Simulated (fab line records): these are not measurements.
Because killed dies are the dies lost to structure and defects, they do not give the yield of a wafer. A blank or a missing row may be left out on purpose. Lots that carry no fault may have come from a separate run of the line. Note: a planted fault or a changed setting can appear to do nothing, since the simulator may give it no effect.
Chamber matching ; flow n5-finfet ; 3 sister chambers for N5_BEOL_M14_DEP_53 on pecvd-01
The step deposits SiCN from 3MS/NH3, target thk 50 nm, time 17.8 s. 3 wafers are shown with their chamber, then 7 later ones without.

## EACH WAFER AND ITS CHAMBER
wafer;chamber;showerhead-plenum-p-Torr (Torr)
L087.2;1;4.166
L087.3;0;4.164
L085.4;2;4.099

## WAFERS MISSING THEIR CHAMBER
wafer;showerhead-plenum-p-Torr (Torr)
L085.5;4.165
L090.1;4.093
L090.4;4.170
L090.5;4.166
L086.3;4.158
L086.4;4.167
L086.5;4.166

## CHAMBER TAKEN BY EACH
wafer;from the rows above;in truth
L085.5;can't be placed: 0 or 1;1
L090.1;2;2
L090.4;can't be placed: 1 or 0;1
L090.5;can't be placed: 1 or 0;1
L086.3;can't be placed: 0 or 1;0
L086.4;can't be placed: 1 or 0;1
L086.5;can't be placed: 1 or 0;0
1 of 7 placed correctly. These rows do not allow placing 6 (true chamber among the candidates in 6). 0 placed wrongly.
How it was worked out, from the rows above alone: a wafer's distance from a chamber is the root of the sum, over the readings, of the square of ((its reading less the chamber's mean) divided by the reading's scatter). If the next closest chamber is less than 2 further off than the closest, the wafer can't be placed; otherwise it belongs to the closest. A chamber's mean is the mean of its shown wafers. The scatter: root of mean squared gap, hidden wafer to nearest shown wafer, with one shown wafer a chamber.
